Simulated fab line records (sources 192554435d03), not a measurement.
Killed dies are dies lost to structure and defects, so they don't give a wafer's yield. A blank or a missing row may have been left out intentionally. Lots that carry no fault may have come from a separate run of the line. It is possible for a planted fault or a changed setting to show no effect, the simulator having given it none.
Code-filled problem report in 8D (eight disciplines) form :: flow n5Finfet :: the parts of the form that need people (team, actions taken, sign-off) are left out

1. WHAT IS WRONG
At N5_BEOL_M13_OCD_MEAS_35, trenchDepthNm averages 464 nm over 6 wafers from 2 lots, while fault-free wafers read 415 nm, standard deviation 6.3. That puts it +7.8 standard deviations away from the usual mean.
First observed at day 12 02:28: wafer L576.1, on ocd-01. The record holds 21 wafers of 7 lots with a number at this step. Rule for "out", or "out of limits": more than 4 standard deviations from the usual mean. The rest of the wafers with a number are treated as sound.

2. WHAT IT IS AND WHAT IT IS NOT
question: which readings at this step
is: trenchDepthNm
is not: -

question: which lots
is: L576, L579
is not: L573, L574, L582, L584, L585

question: which wafers of those lots
is: all that have a number
is not: -

question: read on which gauges
is: ocd-01, ocd-02
is not: -

question: when
is: from day 12 02:28
is not: up to then (6 sound wafers); but 9 sound wafers of L582, L584, L585 came after

3. SUSPECTS, AND WHAT RULES EACH OUT
Counting: a tool at a process step up to the reading stays a suspect if it ran every lot that is out and no sound lot after the first of them.
- the gauge at N5_BEOL_M13_OCD_MEAS_35 has been ruled out. 2 gauges (ocd-01, ocd-02) read the wafers that are out.
- rieDiel-05 at N5_BEOL_M13_TRENCH_ETCH_34 (etches SiOC in C4F8/O2/Ar, target depth 413.47 nm, time 162.6 s): kept. It processed each lot that is out, first L576 at day 12 02:17, and no sound lot thereafter; up to then, the last sound lot it processed was L573 at day 11 10:38.
Left after counting: rieDiel-05 at N5_BEOL_M13_TRENCH_ETCH_34.

4. THE CAUSE (what the simulator had put in)
Process parameter drift: rieDiel-05, from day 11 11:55 on, at N5_BEOL_M13_TRENCH_ETCH_34. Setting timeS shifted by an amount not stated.
Only this tool survived the counting.

5. THE EFFECT CHAIN, in route order
Rows list readings where the struck wafers' mean (over those with a number) sits beyond 3 standard deviations from the usual. Only readings for which the record gives a usual standard deviation are gone through. hours: the time from each lot's start at the first step in this table that gives one to its start at this step, as a median over the lots. sigmas: the change in usual standard deviations.
hours: 0
step: N5_BEOL_M13_OCD_MEAS_35
reading: trenchDepthNm
usual: 415 nm
on struck wafers: 464
change: +49
sigmas: +7.8

hours: 3
step: N5_BEOL_M13_THK_MEAS_50
reading: M13_THK
usual: 426 nm
on struck wafers: 478
change: +52
sigmas: +6.8

hours: 3
step: N5_BEOL_M13_RS_MEAS_54
reading: M13_RS
usual: 0.0448 ohm/sq
on struck wafers: 0.0400
change: -0.0048
sigmas: -6.7

hours: 16
step: N5_BEOL_M15_RC_MEAS_101
reading: SERP_M13
usual: 0.307 ohm/um
on struck wafers: 0.276
change: -0.031
sigmas: -5.4

hours: 16
step: N5_BEOL_M15_RC_MEAS_101
reading: SERP_M13_max_site
usual: 0.311 ohm/um
on struck wafers: 0.279
change: -0.032
sigmas: -5.6

6. HOW IT WOULD HAVE BEEN CAUGHT EARLIER
15 hours passed between the start of the fault at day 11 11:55 and the first reading out of limits at a measuring or inspecting step in this record, taken at day 12 02:28.
Tool readings at N5_BEOL_M13_TRENCH_ETCH_34 with a usual standard deviation given in the record: none out on any struck wafer, hence no alarm at a limit of 4 standard deviations on them.
Lots out: 2; of these, L579 started N5_BEOL_M13_TRENCH_ETCH_34 on rieDiel-05 after day 12 02:28. A hold on the tool at that time would have spared it.
